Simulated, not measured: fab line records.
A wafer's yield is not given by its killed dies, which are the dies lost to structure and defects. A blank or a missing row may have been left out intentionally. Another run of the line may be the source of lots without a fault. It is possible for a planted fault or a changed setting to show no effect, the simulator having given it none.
2 desks, one fault + flow nand-harc + only its own numbers are on each desk; what lay behind them is given at the end

AT THE METROLOGY DESK
What the gauges read for every lot (on any tool): the sampled wafers with a number, averaged. The brackets show how far a lot's mean lies from the usual mean; more than 4 standard deviations puts the lot out of limits, marked OUT.
Columns: A = thk-nm at NHARC_A_BONDPAD_THK_MEAS_30, usual 200.2 nm
| lot  | first seen here | A     |
|------|-----------------|-------|
| L155 | day 18 16:52    | 201.1 |
| L156 | day 19 05:10    | 201.9 |
| L160 | day 19 15:46    | 201.7 |
| L159 | day 19 21:29    | 202.4 |
| L163 | day 20 15:38    | 200.8 |
| L165 | day 20 18:57    | 199.0 |
| L164 | day 20 22:40    | 198.5 |
| L166 | day 20 22:56    | 199.4 |
| L170 | day 21 02:46    | 199.1 |
| L173 | day 22 11:11    | 199.4 |
| L177 | day 23 01:45    | 201.4 |
| L175 | day 23 08:14    | 198.7 |
This desk's verdict: no lot among the 12 shows anything out of limits.

FOR THE TOOL OWNER'S DESK: rie-diel-03
The tool's own readings at NHARC_A_BONDPAD_ETCH_12 (etches the open film in CHF3/O2, target depth 220 nm, time 110 s): means of the sampled wafers that have a number, for each lot that ran on this tool. The brackets show how far a lot's mean lies from the usual mean; more than 4 standard deviations puts the lot out of limits, marked OUT.
Columns: A = drypump-motor-current-A at NHARC_A_BONDPAD_ETCH_12, usual 5.7 A; B = mfc-ar-sccm at NHARC_A_BONDPAD_ETCH_12, usual 200.1 sccm; C = oes-product-au at NHARC_A_BONDPAD_ETCH_12, usual 0.949 a.u.; D = rf-fwd-power-W at NHARC_A_BONDPAD_ETCH_12, usual 497.1 W; E = rf-vpp-V at NHARC_A_BONDPAD_ETCH_12, usual 370.5 V; F = showerhead-plenum-p-Torr at NHARC_A_BONDPAD_ETCH_12, usual 2.40 Torr; G = throttle-valve-pct at NHARC_A_BONDPAD_ETCH_12, usual 20.573 %
| lot  | first seen here | A   | B     | C                | D               | E     | F    | G      |
|------|-----------------|-----|-------|------------------|-----------------|-------|------|--------|
| L155 | day 18 18:21    | 5.6 | 200.4 | 0.916            | 497.3           | 369.8 | 2.35 | 20.570 |
| L160 | day 19 16:35    | 5.2 | 199.9 | 0.972            | 497.2           | 370.3 | 2.40 | 20.565 |
| L159 | day 19 22:28    | 5.8 | 200.9 | 0.945            | 497.7           | 370.8 | 2.43 | 20.568 |
| L163 | day 20 16:29    | 5.5 | 200.1 | 0.966            | 497.3           | 371.6 | 2.41 | 20.573 |
| L165 | day 20 19:47    | 5.9 | 200.0 | 0.920            | 496.9           | 369.1 | 2.37 | 20.577 |
| L164 | day 20 23:35    | 5.8 | 200.3 | 0.942            | 496.4           | 371.4 | 2.42 | 20.572 |
| L166 | day 21 00:00    | 5.8 | 199.7 | 0.949            | 499.1           | 367.6 | 2.29 | 20.575 |
| L170 | day 21 03:45    | 5.8 | 199.8 | 0.970            | 497.8           | 369.4 | 2.35 | 20.572 |
| L173 | day 22 12:10    | 5.6 | 199.9 | 1.040 (+4.3) OUT | 556.2 (+31) OUT | 373.0 | 2.49 | 20.561 |
| L177 | day 23 02:36    | 5.7 | 200.0 | 1.008            | 556.9 (+31) OUT | 371.0 | 2.43 | 20.565 |
This desk's verdict: out of limits on L173, L177, starting with L173 at day 22 12:10 (oes-product-au at NHARC_A_BONDPAD_ETCH_12). L155, L160, L159, L163, L165, L164, L166, L170 stayed within limits.

TAKEN TOGETHER
On L173, L177, at day 22 12:10, an alarm was possible from the tool owner's desk.
From the metrology desk's view, nothing was out of limits.
The metrology desk has L173, L177 on record, within its limits.
Of the lots named, all ran NHARC_A_BONDPAD_ETCH_12 on rie-diel-03.

WHAT WAS PUT IN BY THE SIMULATOR
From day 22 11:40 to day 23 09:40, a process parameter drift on rie-diel-03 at NHARC_A_BONDPAD_ETCH_12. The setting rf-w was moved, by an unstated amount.
Struck lots among those shown: L173, L177.
Delay in hours, fault start to first out-of-limits reading, by desk: the tool owner's desk at 0.
